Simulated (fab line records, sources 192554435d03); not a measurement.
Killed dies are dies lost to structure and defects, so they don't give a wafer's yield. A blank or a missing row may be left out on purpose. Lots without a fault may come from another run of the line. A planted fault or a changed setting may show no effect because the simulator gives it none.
Chamber matching | flow n5_finfet | N5_BEOL_M11_DESCUM_33 on rie_diel-03: 4 sister chambers
The step chemistry O2, time 7.9 s. 8 wafers are shown with their chamber, then 8 later ones without.

WAFERS WITH THEIR CHAMBER
wafer  | chamber | drypump_motor_current_A (A) | throttle_valve_pct (%)
L076.3 | 0       | 6.25                        | 20.77
L076.5 | 1       | 5.61                        | 20.55
L080.2 | 1       | 5.63                        | 20.55
L080.5 | 3       | 5.78                        | 20.15
L087.1 | 0       | 6.27                        | 20.84
L087.2 | 2       | 5.70                        | 20.67
L087.5 | 3       | 5.78                        | 20.19
L089.1 | 2       | 5.73                        | 20.70

WAFERS WITHOUT THEIR CHAMBER
wafer  | drypump_motor_current_A (A) | throttle_valve_pct (%)
L089.3 | 5.60                        | 20.59
L089.4 | 6.23                        | 20.82
L093.1 | 6.27                        | 20.84
L093.3 | 5.77                        | 20.20
L093.4 | 5.74                        | 20.69
L096.1 | 6.28                        | 20.84
L096.4 | 5.73                        | 20.71
L096.5 | 5.71                        | 20.70

WHICH CHAMBER EACH WENT THROUGH
wafer  | from the rows above | in truth
L089.3 | 1                   | 1
L089.4 | 0                   | 0
L093.1 | 0                   | 0
L093.3 | 3                   | 3
L093.4 | 2                   | 2
L096.1 | 0                   | 0
L096.4 | 2                   | 2
L096.5 | 2                   | 2
Placed correctly: 8 of 8. Can't be placed from these rows: 0. Placed wrongly: 0.
How it was worked out, from the rows above alone: a wafer's distance from a chamber is the root of the sum, over the readings, of the square of ((its reading less the chamber's mean) divided by the reading's scatter). The wafer belongs to the nearest chamber; if the next one is less than 2 further off, it can't be placed. A chamber's mean is the mean of its shown wafers. The scatter: the root of (the sum of the squares of (reading less its chamber's mean) over the shown wafers, divided by (wafers less chambers)).
